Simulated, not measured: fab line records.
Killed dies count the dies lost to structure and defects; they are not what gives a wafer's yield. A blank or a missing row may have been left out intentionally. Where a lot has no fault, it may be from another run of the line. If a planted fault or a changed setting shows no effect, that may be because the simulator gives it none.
Matching of chambers | flow n5_finfet | 4 sister chambers for N5_BEOL_M11_STRIP_19 on rie_diel-03
The step strips in O2. 8 wafers are shown with their chamber, then 12 later ones without.

## WAFERS WITH THEIR CHAMBER
wafer  | chamber | drypump_motor_current_A (A) | showerhead_plenum_p_Torr (Torr)
L075.1 | 2       | 6.2                         | 2.11
L085.5 | 0       | 5.4                         | 2.08
L089.1 | 1       | 6.0                         | 1.99
L089.2 | 3       | 6.1                         | 2.21
L089.4 | 1       | 6.0                         | 1.98
L090.1 | 3       | 6.0                         | 2.21
L090.2 | 0       | 5.4                         | 2.08
L090.3 | 2       | 6.2                         | 2.10

## WAFERS MISSING THEIR CHAMBER
wafer  | drypump_motor_current_A (A) | showerhead_plenum_p_Torr (Torr)
L092.4 | 6.0                         | 1.98
L092.5 | 6.1                         | 2.21
L092.6 | 6.2                         | 2.10
L093.1 | 6.1                         | 2.21
L093.4 | 6.2                         | 2.10
L093.6 | 6.0                         | 1.98
L094.1 | 6.2                         | 2.10
L094.2 | 5.4                         | 2.07
L094.3 | 6.0                         | 1.98
L096.1 | 5.4                         | 2.07
L096.3 | 6.1                         | 2.21
L096.4 | 6.2                         | 2.10

## EACH ONE'S CHAMBER
wafer  | from the rows above | in truth
L092.4 | 1                   | 1
L092.5 | 3                   | 3
L092.6 | 2                   | 2
L093.1 | 3                   | 3
L093.4 | 2                   | 2
L093.6 | 1                   | 1
L094.1 | 2                   | 2
L094.2 | 0                   | 0
L094.3 | 1                   | 1
L096.1 | 0                   | 0
L096.3 | 3                   | 3
L096.4 | 2                   | 2
Placed correctly: 12 of 12. Not placeable from these rows: 0. Wrongly placed: 0.
How it was worked out, from the rows above alone: a wafer's distance from a chamber is the root of the sum, over the readings, of the square of ((its reading less the chamber's mean) divided by the reading's scatter). The wafer belongs to the nearest chamber; if the next one is less than 2 further off, it can't be placed. Each chamber's mean is taken over the wafers shown for it. The scatter is the square root of a quotient: the sum, over the shown wafers, of each reading's squared deviation from its chamber's mean, divided by wafers minus chambers.
